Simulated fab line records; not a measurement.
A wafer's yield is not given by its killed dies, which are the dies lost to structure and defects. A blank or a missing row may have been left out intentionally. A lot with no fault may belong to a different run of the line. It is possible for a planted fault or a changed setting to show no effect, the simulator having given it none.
Matching of chambers :: flow n5-finfet :: rie-si-02 running N5_BEOL_M0_SAQP_MANDREL2_REMOVE_110: 4 sister chambers
The step chemistry HBr/Cl2/O2, target a-Si, stops on SiCN, bt time 10 s. 8 wafers are shown with their chamber, then 10 later ones without.

== WAFERS PAIRED WITH THEIR CHAMBERS ==
wafer: L080.5
chamber: 0
drypump-motor-current-A (A): 6.2
throttle-valve-pct (%): 36.75

wafer: L085.5
chamber: 3
drypump-motor-current-A (A): 4.9
throttle-valve-pct (%): 36.58

wafer: L085.6
chamber: 0
drypump-motor-current-A (A): 6.2
throttle-valve-pct (%): 36.74

wafer: L086.1
chamber: 1
drypump-motor-current-A (A): 5.0
throttle-valve-pct (%): 36.82

wafer: L086.5
chamber: 1
drypump-motor-current-A (A): 4.9
throttle-valve-pct (%): 36.81

wafer: L086.6
chamber: 2
drypump-motor-current-A (A): 6.6
throttle-valve-pct (%): 36.91

wafer: L089.1
chamber: 2
drypump-motor-current-A (A): 6.6
throttle-valve-pct (%): 36.89

wafer: L089.4
chamber: 3
drypump-motor-current-A (A): 4.8
throttle-valve-pct (%): 36.57

== WAFERS WITH NO CHAMBER GIVEN ==
wafer: L089.6
drypump-motor-current-A (A): 6.6
throttle-valve-pct (%): 36.90

wafer: L093.1
drypump-motor-current-A (A): 4.9
throttle-valve-pct (%): 36.57

wafer: L093.5
drypump-motor-current-A (A): 6.2
throttle-valve-pct (%): 36.76

wafer: L093.6
drypump-motor-current-A (A): 4.9
throttle-valve-pct (%): 36.59

wafer: L094.1
drypump-motor-current-A (A): 6.6
throttle-valve-pct (%): 36.88

wafer: L094.3
drypump-motor-current-A (A): 4.9
throttle-valve-pct (%): 36.57

wafer: L094.4
drypump-motor-current-A (A): 6.2
throttle-valve-pct (%): 36.74

wafer: L095.2
drypump-motor-current-A (A): 6.6
throttle-valve-pct (%): 36.89

wafer: L095.4
drypump-motor-current-A (A): 6.2
throttle-valve-pct (%): 36.74

wafer: L095.5
drypump-motor-current-A (A): 6.5
throttle-valve-pct (%): 36.89

== CHAMBER TAKEN BY EACH ==
wafer: L089.6
from the rows above: 2
in truth: 2

wafer: L093.1
from the rows above: 3
in truth: 3

wafer: L093.5
from the rows above: 0
in truth: 0

wafer: L093.6
from the rows above: 3
in truth: 3

wafer: L094.1
from the rows above: 2
in truth: 2

wafer: L094.3
from the rows above: 3
in truth: 3

wafer: L094.4
from the rows above: 0
in truth: 0

wafer: L095.2
from the rows above: 2
in truth: 2

wafer: L095.4
from the rows above: 0
in truth: 0

wafer: L095.5
from the rows above: 2
in truth: 2
10 of 10 placed correctly. Left unplaced by these rows: 0. Placed wrongly: 0.
How it was worked out, from the rows above alone: a wafer's distance from a chamber is the root of the sum, over the readings, of the square of ((its reading less the chamber's mean) divided by the reading's scatter). If the next closest chamber is less than 2 further off than the closest, the wafer can't be placed; otherwise it belongs to the closest. Each chamber's mean is taken over the wafers shown for it. The scatter: take each reading less its chamber's mean, square it, sum over the shown wafers, divide by the number of wafers less the number of chambers, and take the root.
